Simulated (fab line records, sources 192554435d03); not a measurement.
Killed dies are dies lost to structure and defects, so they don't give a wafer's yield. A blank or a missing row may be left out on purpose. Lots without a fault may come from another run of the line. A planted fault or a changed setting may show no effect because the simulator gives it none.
fab line records | flow n5_finfet
record lots=7 wafers=39
route steps=1938 shown PAD_METAL@1896 PASSIVATION@1897
start_h: hours from the record's first day to the start of the lot's first wafer shown | wait_h: hours since the lot's step before | " the same as in the row above | L1.1+2: a row that stands for several wafers | - no value, or no start given | * or withheld: withheld | < > ~ a bound
route shown NAME@n: a module of which the file shows steps, and the number in the route of the first | usual: mean/standard deviation of fault-free wafers | same: alike in all rows | chamber/n: place in a boat | sites: the reading at each site | _std_site: their standard deviation | _edge_site: outer sites' mean less inner sites' | radius_mm: how far each site lies from the wafer's centre | mask NAME#n: copy n | behind: the tool/chamber that last shaped the wafer | hold: why the lot was held/for how many hours/how that ended | device: the transistor (n, p or np) that didn't switch | end of line: the same wafers' tests at the end of the route | a step without rows: its recipe alone | killed: dies lost to structure and defects at the first sort, not the wafer's yield | map: a wafer's dies, x killed, . not, _ none there
set.NAME: the setting as run; set.NAME@STEP: as run at that earlier step | model.NAME: the simulator's own value behind a step, which no gauge read
lots whose settings were changed on purpose; a table a step, a row a wafer
## steps
# step N5_PASSIVATION_AL_DEP_21
# recipe material=Al target_thk_a=28000 temp_c=400 time_s=170 power_w=30000 chamber_pressure_pa=0.4 gas=Ar
# columns lot.wafer tool chamber start_h wait_h set.time_s model.Al_of_PASSIVATION_AL_DEP_21.thk_nm
L076.1 pvd_sputter-02 - 278.27 0.1 170 2783
L076.5 " - " " 170 2798
L076.6 " - " " 170 2793
L078.1 pvd_sputter-01 - 289.18 0.1 170 2772
L078.2 " - " " 170 2785
L078.3 " - " " 170 2763
L078.4 " - " " 170 2741
L078.5 " - " " 170 2781
L078.6 " - " " 170 2778
L083.1 pvd_sputter-01 - 325.76 0.1 170 2814
L083.2 " - " " 170 2781
L083.3 " - " " 170 2790
L083.4 " - " " 264.2 4363
L083.5 " - " " 264.2 4346
L083.6 " - " " 264.2 4355
L086.1 pvd_sputter-01 - 336.72 0.1 170 2823
L086.2 " - " " 170 2778
L086.3 " - " " 170 2782
L086.4 " - " " 170 2773
L086.5 " - " " 170 2760
L086.6 " - " " 170 2792
L090.1 pvd_sputter-01 - 356.46 0.1 224.5 3659
L090.2 " - " " 224.5 3710
L090.3 " - " " 224.5 3667
L090.4 " - " " 170 2790
L090.5 " - " " 170 2806
L090.6 " - " " 170 2782
L095.1 pvd_sputter-03 - 374.01 0.1 196.5 3253
L095.2 " - " " 196.5 3254
L095.3 " - " " 170 2812
L095.4 " - " " 196.5 3260
L095.5 " - " " 170 2822
L095.6 " - " " 170 2823
L091.1 pvd_sputter-03 - 419.47 0.1 170 2780
L091.2 " - " " 170 2779
L091.3 " - " " 170 2766
L091.4 " - " " 170 2754
L091.5 " - " " 170 2763
L091.6 " - " " 170 2792
# step N5_PASSIVATION_HMDS_23
# recipe time_s=60 temp_c=120
# step N5_PASSIVATION_COAT_24
# recipe spin_rpm=3000 resist_thk_nm=withheld
# step N5_PASSIVATION_DESCUM_32
# recipe chemistry=O2 time_s=7.9 source_power_w=50 bias_power_w=20 pressure_mtorr=20 rf_frequency_hz=2.712e+07 temp_c=40 o2_flow_sccm=225
# step N5_PASSIVATION_AL_ETCH_33
# recipe chemistry=Cl2/BCl3 target_depth_a=28000 over_etch_frac=0.15 Cl2_flow_sccm=180 bcl3_flow_sccm=60 target=Al stop_on=TaN time_s=466.7 ion_energy_ev=100 pressure_mtorr=10 icp_w=900 bias_w=100
# step N5_PASSIVATION_ETCH_59
# recipe chemistry=Cl2/BCl3 target=TaN target_depth_a=650 time_s=34.9 ion_energy_ev=100 pressure_mtorr=10 icp_w=900 bias_w=100 Cl2_flow_sccm=60 bcl3_flow_sccm=30
# usual oes_product_au=0.74/0.08
# columns lot.wafer tool chamber start_h wait_h set.time_s@PASSIVATION_AL_DEP_21 oes_product_au
L076.1 rie_metal-01 1 279.44 0.3 170 0.74
L076.5 " 1 " " 170 0.74
L076.6 " 0 " " 170 0.66
L078.1 rie_metal-02 1 290.25 0.3 170 0.73
L078.2 " 0 " " 170 0.90
L078.3 " 0 " " 170 0.89
L078.4 " 1 " " 170 0.73
L078.5 " 0 " " 170 0.89
L078.6 " 1 " " 170 0.73
L083.1 rie_metal-02 0 326.80 0.3 170 0.87
L083.2 " 1 " " 170 0.72
L083.3 " 1 " " 170 0.72
L083.4 " 0 " " 264.2 0.23
L083.5 " 1 " " 264.2 0.19
L083.6 " 0 " " 264.2 0.23
L086.1 rie_metal-03 1 338.37 0.3 170 0.69
L086.2 " 0 " " 170 0.71
L086.3 " 1 " " 170 0.69
L086.4 " 0 " " 170 0.71
L086.5 " 0 " " 170 0.72
L086.6 " 1 " " 170 0.69
L090.1 rie_metal-03 1 357.64 0.3 224.5 0.19
L090.2 " 0 " " 224.5 0.20
L090.3 " 0 " " 224.5 0.24
L090.4 " 1 " " 170 0.68
L090.5 " 0 " " 170 0.70
L090.6 " 1 " " 170 0.67
L095.1 rie_metal-01 1 375.45 0.7 196.5 0.73
L095.2 " 1 " " 196.5 0.73
L095.3 " 1 " " 170 0.73
L095.4 " 1 " " 196.5 0.73
L095.5 " 1 " " 170 0.73
L095.6 " 1 " " 170 0.73
L091.1 rie_metal-02 1 420.52 0.3 170 0.69
L091.2 " 0 " " 170 0.84
L091.3 " 1 " " 170 0.69
L091.4 " 0 " " 170 0.84
L091.5 " 1 " " 170 0.69
L091.6 " 0 " " 170 0.83
# step N5_PASSIVATION_STRIP_34
# recipe chemistry=O2 power_w=600 temp_c=60 pressure_mtorr=30 rf_frequency_hz=6e+07 bias_power_w=0 overash_fraction=2 o2_flow_sccm=225
# step N5_PASSIVATION_STRIP_51
# recipe chemistry=post_etch_residue_remover time_s=1200 temp_c=72.5
# step N5_PASSIVATION_SRD_72
# recipe dry=ipa_marangoni time_s=30 temp_c=23 rinse_liquid=diw
# step N5_PASSIVATION_ANNEAL_56
# recipe temp_c=400 time_s=1800 ambient=FGA idle_temp_c=300 ramp_up_c_per_min=5 ramp_down_c_per_min=3
# step N5_PASSIVATION_PROBE_49
# usual defect_limited_yield=91.2/1.4 killed_at_M0_to_M3=34/9.4 killed_at_M4_up=13/5.8 killed_at_contacts=13/6.4 killed_at_front_end=41/11 killed_at_other=3.1/2.3 killed_dies=103/16 killed_open=69/12 killed_short=33/7.8 sort_bin_4_leakage=0/0 sort_bin_5_function=5.1/0.91 sort_bin_6_memory=3.3/0.63 sort_n_pass=1077/16 sort_yield_pct=91.2/1.4
# same gross_dies=1180 killed_at_back_side=0 sort_bin_8_speed[%]=0
# columns lot.wafer tool chamber start_h wait_h set.time_s@PASSIVATION_AL_DEP_21 defect_limited_yield[%] killed_at_M0_to_M3 killed_at_M4_up killed_at_contacts killed_at_front_end killed_at_other killed_dies killed_open killed_short sort_bin_4_leakage[%] sort_bin_5_function[%] sort_bin_6_memory[%] sort_n_pass sort_yield_pct[%]
L076.1 prober-02 - 283.78 0.0 170 90.9 31 7 20 48 1 107 74 33 0 5.4 3.2 1073 90.9
L076.5 prober-02 - 283.98 0.2 170 90.9 32 6 13 54 2 107 84 22 0 5.3 3.7 1073 90.9
L076.6 prober-02 - 284.03 0.3 170 91.8 25 8 22 41 1 97 62 32 0 4.9 2.9 1083 91.8
L078.1 prober-02 - 295.14 0.0 170 89.7 34 21 9 53 5 122 81 37 0 6.4 3.8 1058 89.7
L078.2 prober-02 - 295.19 0.1 170 0 32 9 16 1117 6 1180 62 30 0 97.1 2.8 0 0
L078.3 prober-02 - 295.24 0.1 170 91.0 36 12 6 49 3 106 54 50 0 5.8 2.7 1074 91.0
L078.4 prober-02 - 295.29 0.2 170 0 22 13 22 1120 3 1180 62 43 0 96.0 3.6 0 0
L078.5 prober-02 - 295.34 0.2 170 0 27 13 10 1129 1 1180 52 27 0 96.9 2.9 0 0
L078.6 prober-02 - 295.39 0.3 170 92.4 39 8 0 36 7 90 54 33 0 4.2 3.3 1090 92.4
L083.1 prober-01 - 331.16 0.0 170 92.2 33 15 12 31 1 92 47 43 0 4.6 3.0 1088 92.2
L083.2 prober-01 - 331.21 0.1 170 90.9 40 20 11 33 3 107 66 39 0 4.9 3.8 1073 90.9
L083.3 prober-01 - 331.26 0.1 170 88.9 60 13 22 34 2 131 79 51 0.08 6.9 3.9 1048 88.8
L083.4 prober-01 - 331.31 0.2 264.2 0 30 8 5 30 1107 1180 55 18 0 97.6 2.3 0 0
L083.5 prober-01 - 331.36 0.2 264.2 0 54 5 8 18 1095 1180 46 41 0 97.3 2.2 0 0
L083.6 prober-01 - 331.41 0.3 264.2 0 45 16 8 33 1078 1180 65 37 0 96.4 3.3 0 0
L086.1 prober-02 - 342.81 0.0 170 92.4 37 7 6 35 5 90 53 37 0 4.1 3.3 1090 92.4
L086.2 prober-02 - 342.86 0.1 170 83.4 40 11 16 123 6 196 71 39 0 12.8 3.6 984 83.4
L086.3 prober-02 - 342.91 0.1 170 92.8 36 13 9 25 2 85 49 31 0 3.9 3.1 1095 92.8
L086.4 prober-02 - 342.96 0.2 170 89.1 35 13 8 71 2 129 73 49 0 6.2 4.2 1051 89.1
L086.5 prober-02 - 343.01 0.2 170 90.6 44 19 7 38 3 111 74 37 0 5.3 3.9 1069 90.6
L086.6 prober-02 - 343.06 0.3 170 79.6 36 26 11 168 0 241 81 21 0 16.8 3.5 939 79.6
L090.1 prober-01 - 362.07 0.0 224.5 0 25 5 20 33 1097 1180 55 33 0 97.1 2.6 0 0
L090.2 prober-01 - 362.12 0.1 224.5 0 28 6 24 29 1093 1180 58 36 0 96.5 3.1 0 0
L090.3 prober-01 - 362.17 0.1 224.5 0 42 7 21 41 1069 1180 65 45 0 95.4 4.1 0 0
L090.4 prober-01 - 362.22 0.2 170 93.3 28 5 8 36 2 79 43 32 0 4.2 2.3 1101 93.3
L090.5 prober-01 - 362.27 0.2 170 89.8 34 7 23 50 6 120 75 45 0 6.4 3.6 1060 89.8
L090.6 prober-01 - 362.32 0.3 170 91.0 45 8 15 34 4 106 65 39 0 5.3 3.4 1074 91.0
L095.1 prober-01 - 380.03 0.0 196.5 48.8 25 18 12 53 496 604 76 35 0 47.3 3.3 576 48.8
L095.2 prober-01 - 380.08 0.1 196.5 51.1 35 20 7 50 465 577 69 36 0 45.3 3.4 603 51.1
L095.3 prober-01 - 380.13 0.1 170 87.4 53 7 12 71 6 149 87 48 0 7.1 4.7 1031 87.4
L095.4 prober-01 - 380.18 0.2 196.5 46.7 40 16 10 45 518 629 72 35 0 49.2 3.6 551 46.7
L095.5 prober-01 - 380.23 0.2 170 87.1 54 16 21 58 3 152 95 56 0 7.4 5.3 1028 87.1
L095.6 prober-01 - 380.28 0.3 170 88.5 68 9 14 42 3 136 87 42 0 6.7 4.1 1044 88.5
L091.1 prober-01 - 425.92 0.0 170 90.9 26 4 3 71 3 107 70 33 0 5.3 3.0 1073 90.9
L091.2 prober-01 - 425.97 0.1 170 90.3 32 10 15 55 3 115 71 44 0 6.4 2.8 1065 90.3
L091.3 prober-01 - 426.02 0.1 170 90.9 28 8 6 59 6 107 72 35 0 5.7 3.2 1073 90.9
L091.4 prober-01 - 426.07 0.2 170 91.1 36 16 2 45 6 105 57 42 0 4.7 4.1 1075 91.1
L091.5 prober-01 - 426.12 0.2 170 92.3 21 8 7 53 2 91 56 35 0 3.6 3.9 1089 92.3
L091.6 prober-01 - 426.17 0.3 170 91.3 38 10 6 45 4 103 67 32 0 5.3 2.6 1077 91.3
# killed by level:class
L076.1 MOL_CONTACT_COAG:geometric_particle:open=12 FIN_SAQP:geometric_particle:open=11 MOL_CONTACT_COAG:geometric_particle:short=8 STI_FIN_REVEAL:geometric_particle:open=7 GATE_CUT:geometric_particle:short=7 BEOL_M2:geometric_particle:open=7 BEOL_M1:geometric_particle:open=7 FIN_SAQP:geometric_particle:short=5
L076.5 STI_FIN_REVEAL:geometric_particle:open=18 MOL_CONTACT_COAG:geometric_particle:open=13 FIN_SAQP:geometric_particle:open=12 BEOL_M0_SAQP:geometric_particle:open=9 STARTING-WAFER:geometric_particle:open=6 FIN_SAQP:geometric_particle:short=5 BEOL_M0:geometric_particle:open=5 BEOL_M2:geometric_particle:open=5
L076.6 MOL_CONTACT_COAG:geometric_particle:open=15 FIN_SAQP:geometric_particle:open=12 MOL_CONTACT_COAG:geometric_particle:short=7 STI_FIN_REVEAL:geometric_particle:open=6 BEOL_M0_SAQP:geometric_particle:open=6 BEOL_M1:geometric_particle:open=5 BEOL_M0_SAQP:geometric_particle:short=4 STARTING-WAFER:geometric_particle:open=4
L078.1 STI_FIN_REVEAL:geometric_particle:open=18 FIN_SAQP:geometric_particle:open=9 MOL_CONTACT_COAG:geometric_particle:open=9 BEOL_M2:geometric_particle:short=8 BEOL_M4:geometric_particle:open=8 GATE_CUT:geometric_particle:short=7 BEOL_M2:geometric_particle:open=6 DUMMY_GATE:geometric_particle:open=5
L078.2 DUMMY_GATE:area_etch=1084 MOL_CONTACT_COAG:geometric_particle:open=13 BEOL_M2:geometric_particle:open=12 FIN_SAQP:geometric_particle:open=7 DUMMY_GATE:geometric_particle:open=5 BEOL_M0_SAQP:geometric_particle:open=5 BEOL_M2:geometric_particle:short=5 GATE_CUT:geometric_particle:short=4
L078.3 BEOL_M0_SAQP:geometric_particle:short=12 GATE_CUT:geometric_particle:short=11 STI_FIN_REVEAL:geometric_particle:open=10 BEOL_M0_SAQP:geometric_particle:open=7 FIN_SAQP:geometric_particle:short=6 BEOL_M2:geometric_particle:short=6 FIN_SAQP:geometric_particle:open=5 MOL_CONTACT_COAG:geometric_particle:open=5
L078.4 DUMMY_GATE:area_etch=1075 MOL_CONTACT_COAG:geometric_particle:open=19 FIN_SAQP:geometric_particle:short=15 FIN_SAQP:geometric_particle:open=12 BEOL_M5:geometric_particle:open=7 STI_FIN_REVEAL:geometric_particle:open=6 GATE_CUT:geometric_particle:short=6 BEOL_M2:geometric_particle:open=5
L078.5 DUMMY_GATE:area_etch=1096 FIN_SAQP:geometric_particle:open=10 MOL_CONTACT_COAG:geometric_particle:open=9 BEOL_M0_SAQP:geometric_particle:short=7 FIN_SAQP:geometric_particle:short=6 BEOL_M0_SAQP:geometric_particle:open=6 BEOL_M2:geometric_particle:open=5 STARTING-WAFER:geometric_particle:short=5
L078.6 DUMMY_GATE:geometric_particle:open=8 BEOL_M0_SAQP:geometric_particle:open=8 BEOL_M0:geometric_particle:open=8 BEOL_M3:geometric_particle:open=7 GATE_CUT:geometric_particle:short=6 BEOL_M0_SAQP:geometric_particle:short=5 BEOL_M2:geometric_particle:open=4 STARTING-WAFER:geometric_particle:open=3
L083.1 BEOL_M4:geometric_particle:open=11 BEOL_M0_SAQP:geometric_particle:short=9 BEOL_M0_SAQP:geometric_particle:open=9 MOL_CONTACT_COAG:geometric_particle:open=8 FIN_SAQP:geometric_particle:short=6 GATE_CUT:geometric_particle:short=6 BEOL_M1:geometric_particle:short=4 BEOL_M1:geometric_particle:open=4
L083.2 BEOL_M0_SAQP:geometric_particle:open=10 BEOL_M4:geometric_particle:open=10 BEOL_M0_SAQP:geometric_particle:short=8 MOL_CONTACT_COAG:geometric_particle:open=8 BEOL_M1:geometric_particle:open=8 FIN_SAQP:geometric_particle:short=5 BEOL_M0:geometric_particle:open=5 DUMMY_GATE:geometric_particle:short=4
L083.3 MOL_CONTACT_COAG:geometric_particle:open=14 BEOL_M0_SAQP:geometric_particle:short=14 BEOL_M2:geometric_particle:open=13 BEOL_M0:geometric_particle:open=9 MOL_CONTACT_COAG:geometric_particle:short=8 BEOL_M0_SAQP:geometric_particle:open=8 BEOL_M4:geometric_particle:open=8 FIN_SAQP:geometric_particle:short=7
L083.4 PASSIVATION:area_etch=1105 BEOL_M0_SAQP:geometric_particle:open=9 BEOL_M2:geometric_particle:open=9 STI_FIN_REVEAL:geometric_particle:open=8 DUMMY_GATE:geometric_particle:open=6 BEOL_M0_SAQP:geometric_particle:short=5 MOL_CONTACT_COAG:geometric_particle:open=5 GATE_CUT:geometric_particle:short=4
L083.5 PASSIVATION:area_etch=1092 BEOL_M0_SAQP:geometric_particle:short=23 BEOL_M0_SAQP:geometric_particle:open=14 BEOL_M2:geometric_particle:open=8 FIN_SAQP:geometric_particle:short=7 MOL_CONTACT_COAG:geometric_particle:open=6 BEOL_M0:geometric_particle:open=4 BEOL_M6:geometric_particle:open=3
L083.6 PASSIVATION:area_etch=1075 BEOL_M0_SAQP:geometric_particle:short=13 BEOL_M2:geometric_particle:open=9 BEOL_M0_SAQP:geometric_particle:open=9 FIN_SAQP:geometric_particle:short=7 STI_FIN_REVEAL:geometric_particle:open=7 GATE_CUT:geometric_particle:short=7 MOL_CONTACT_COAG:geometric_particle:open=7
L086.1 BEOL_M0_SAQP:geometric_particle:short=13 BEOL_M2:geometric_particle:open=8 STI_FIN_REVEAL:geometric_particle:open=7 STARTING-WAFER:geometric_particle:short=7 MOL_CONTACT_COAG:geometric_particle:open=6 DUMMY_GATE:geometric_particle:open=5 BEOL_M0:geometric_particle:open=5 GATE_CUT:geometric_particle:short=4
L086.2 DUMMY_GATE:area_etch=84 MOL_CONTACT_COAG:geometric_particle:open=13 BEOL_M0_SAQP:geometric_particle:open=11 STI_FIN_REVEAL:geometric_particle:open=10 BEOL_M0_SAQP:geometric_particle:short=10 BEOL_M2:geometric_particle:open=7 DUMMY_GATE:geometric_particle:open=5 BEOL_M2:geometric_particle:short=5
L086.3 BEOL_M0_SAQP:geometric_particle:short=8 MOL_CONTACT_COAG:geometric_particle:open=7 STI_FIN_REVEAL:geometric_particle:open=6 BEOL_M3:geometric_particle:open=6 BEOL_M1:geometric_particle:open=5 BEOL_M2:geometric_particle:open=5 GATE_CUT:geometric_particle:short=4 BEOL_M2:interface_void_opened=4
L086.4 FIN_SAQP:geometric_particle:short=15 STI_FIN_REVEAL:geometric_particle:open=12 BEOL_M0_SAQP:geometric_particle:open=10 FIN_SAQP:geometric_particle:open=9 BEOL_M0_SAQP:geometric_particle:short=8 MOL_CONTACT_COAG:geometric_particle:open=7 GATE_CUT:geometric_particle:open=6 DUMMY_GATE:area_etch=6
L086.5 BEOL_M3:geometric_particle:open=12 BEOL_M0_SAQP:geometric_particle:short=10 BEOL_M0_SAQP:geometric_particle:open=9 DUMMY_GATE:geometric_particle:open=8 FIN_SAQP:geometric_particle:short=7 BEOL_M2:geometric_particle:open=6 BEOL_M4:geometric_particle:open=6 BEOL_M5:geometric_particle:open=6
L086.6 DUMMY_GATE:area_etch=137 BEOL_M4:geometric_particle:open=13 BEOL_M2:geometric_particle:open=11 STI_FIN_REVEAL:geometric_particle:open=8 MOL_CONTACT_COAG:geometric_particle:open=8 BEOL_M0_SAQP:geometric_particle:open=6 BEOL_M0_SAQP:geometric_particle:short=6 FIN_SAQP:geometric_particle:open=5
L090.1 PASSIVATION:area_etch=1092 MOL_CONTACT_COAG:geometric_particle:open=15 DUMMY_GATE:geometric_particle:open=7 BEOL_M0_SAQP:geometric_particle:short=7 BEOL_M3:geometric_particle:open=6 BEOL_M0_SAQP:geometric_particle:open=6 FIN_SAQP:geometric_particle:short=5 MOL_CONTACT_COAG:geometric_particle:short=5
L090.2 PASSIVATION:area_etch=1086 MOL_CONTACT_COAG:geometric_particle:open=19 BEOL_M0_SAQP:geometric_particle:short=9 STI_FIN_REVEAL:geometric_particle:open=6 BEOL_M0_SAQP:geometric_particle:open=6 DUMMY_GATE:geometric_particle:open=5 MOL_CONTACT_COAG:geometric_particle:short=5 BEOL_M5:geometric_particle:short=5
L090.3 PASSIVATION:area_etch=1063 MOL_CONTACT_COAG:geometric_particle:open=14 BEOL_M0_SAQP:geometric_particle:short=12 FIN_SAQP:geometric_particle:open=9 BEOL_M0_SAQP:geometric_particle:open=9 GATE_CUT:geometric_particle:short=8 BEOL_M3:geometric_particle:open=8 FIN_SAQP:geometric_particle:short=7
L090.4 BEOL_M0_SAQP:geometric_particle:short=9 MOL_CONTACT_COAG:geometric_particle:open=8 DUMMY_GATE:geometric_particle:open=5 GATE_CUT:geometric_particle:open=5 GATE_CUT:geometric_particle:short=5 FIN_SAQP:geometric_particle:short=4 BEOL_M2:interface_void_opened=4 FIN_SAQP:geometric_particle:open=3
L090.5 MOL_CONTACT_COAG:geometric_particle:open=19 FIN_SAQP:geometric_particle:open=13 BEOL_M0_SAQP:geometric_particle:short=12 FIN_SAQP:geometric_particle:short=10 BEOL_M0_SAQP:geometric_particle:open=9 STI_FIN_REVEAL:geometric_particle:open=8 GATE_CUT:geometric_particle:short=6 BEOL_M3:geometric_particle:open=4
L090.6 BEOL_M0_SAQP:geometric_particle:open=20 BEOL_M0_SAQP:geometric_particle:short=15 MOL_CONTACT_COAG:geometric_particle:open=11 FIN_SAQP:geometric_particle:short=7 DUMMY_GATE:geometric_particle:open=7 GATE_CUT:geometric_particle:short=4 MOL_CONTACT_COAG:geometric_particle:short=4 STARTING-WAFER:geometric_particle:open=4
L095.1 PASSIVATION:area_etch=492 STI_FIN_REVEAL:geometric_particle:open=14 FIN_SAQP:geometric_particle:short=11 MOL_CONTACT_COAG:geometric_particle:open=11 FIN_SAQP:geometric_particle:open=10 BEOL_M4:geometric_particle:open=8 BEOL_M0_SAQP:geometric_particle:open=6 BEOL_M3:geometric_particle:open=6
L095.2 PASSIVATION:area_etch=462 FIN_SAQP:geometric_particle:open=13 FIN_SAQP:geometric_particle:short=12 BEOL_M0:interface_void_opened=10 BEOL_M0_SAQP:geometric_particle:open=8 STI_FIN_REVEAL:geometric_particle:open=7 GATE_CUT:geometric_particle:short=6 MOL_CONTACT_COAG:geometric_particle:open=6
L095.3 STI_FIN_REVEAL:geometric_particle:open=15 FIN_SAQP:geometric_particle:short=14 FIN_SAQP:geometric_particle:open=14 BEOL_M0_SAQP:geometric_particle:short=10 MOL_CONTACT_COAG:geometric_particle:open=9 BEOL_M0:interface_void_opened=9 BEOL_M0_SAQP:geometric_particle:open=9 BEOL_M2:geometric_particle:open=9
L095.4 PASSIVATION:area_etch=518 BEOL_M2:geometric_particle:open=9 BEOL_M4:geometric_particle:open=8 FIN_SAQP:geometric_particle:short=7 STI_FIN_REVEAL:geometric_particle:open=7 BEOL_M3:geometric_particle:open=7 MOL_CONTACT_COAG:geometric_particle:open=6 DUMMY_GATE:geometric_particle:open=6
L095.5 MOL_CONTACT_COAG:geometric_particle:open=17 FIN_SAQP:geometric_particle:short=16 FIN_SAQP:geometric_particle:open=12 BEOL_M0_SAQP:geometric_particle:short=12 BEOL_M3:geometric_particle:open=12 BEOL_M1:geometric_particle:open=10 BEOL_M0_SAQP:geometric_particle:open=9 STI_FIN_REVEAL:geometric_particle:open=7
L095.6 BEOL_M0_SAQP:geometric_particle:short=19 BEOL_M0_SAQP:geometric_particle:open=17 MOL_CONTACT_COAG:geometric_particle:open=14 STI_FIN_REVEAL:geometric_particle:open=10 BEOL_M3:geometric_particle:open=10 BEOL_M1:geometric_particle:open=6 BEOL_M0:geometric_particle:open=6 BEOL_M4:geometric_particle:open=5
L091.1 FIN_SAQP:geometric_particle:open=24 STI_FIN_REVEAL:geometric_particle:open=15 FIN_SAQP:geometric_particle:short=12 GATE_CUT:geometric_particle:short=5 BEOL_M1:geometric_particle:short=5 BEOL_M0_SAQP:geometric_particle:short=4 BEOL_M1:geometric_particle:open=4 BEOL_M2:geometric_particle:open=4
L091.2 FIN_SAQP:geometric_particle:open=13 FIN_SAQP:geometric_particle:short=11 BEOL_M2:geometric_particle:open=11 MOL_CONTACT_COAG:geometric_particle:open=9 STI_FIN_REVEAL:geometric_particle:open=8 GATE_CUT:geometric_particle:short=8 MOL_CONTACT_COAG:geometric_particle:short=6 BEOL_M1:geometric_particle:open=6
L091.3 FIN_SAQP:geometric_particle:open=23 FIN_SAQP:geometric_particle:short=11 BEOL_M2:geometric_particle:open=9 STI_FIN_REVEAL:geometric_particle:open=8 BEOL_M1:geometric_particle:open=8 MOL_CONTACT_COAG:geometric_particle:open=6 DUMMY_GATE:geometric_particle:short=4 DUMMY_GATE:geometric_particle:open=4
L091.4 FIN_SAQP:geometric_particle:short=11 FIN_SAQP:geometric_particle:open=10 GATE_CUT:geometric_particle:short=7 BEOL_M0_SAQP:geometric_particle:open=7 BEOL_M2:geometric_particle:open=6 BEOL_M0_SAQP:geometric_particle:short=6 BEOL_M4:geometric_particle:open=5 BEOL_M4:geometric_particle:short=5
L091.5 FIN_SAQP:geometric_particle:open=14 DUMMY_GATE:geometric_particle:open=9 GATE_CUT:geometric_particle:short=7 MOL_CONTACT_COAG:geometric_particle:open=6 FIN_SAQP:geometric_particle:short=5 BEOL_M0_SAQP:geometric_particle:short=5 BEOL_M0_SAQP:geometric_particle:open=5 STI_FIN_REVEAL:geometric_particle:short=4
L091.6 FIN_SAQP:geometric_particle:open=15 BEOL_M0_SAQP:geometric_particle:open=9 BEOL_M2:geometric_particle:open=8 GATE_CUT:geometric_particle:short=7 BEOL_M0_SAQP:geometric_particle:short=6 BEOL_M1:geometric_particle:open=6 MOL_CONTACT_COAG:geometric_particle:open=5 STI_FIN_REVEAL:geometric_particle:open=4
## key
split step=N5_PASSIVATION_AL_DEP_21 setting=time_s stated=170 by=wafer
response step=N5_PASSIVATION_AL_DEP_21 reading=model.Al_of_PASSIVATION_AL_DEP_21.thk_nm change=+28 per=1% r=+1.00
response step=N5_PASSIVATION_ETCH_59 reading=oes_product_au change=-0.0105 per=1% r=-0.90
response step=N5_PASSIVATION_PROBE_49 reading=killed_at_other shape=bent at_lowest=3.4 at_stated=3.4 at_highest=1093.3
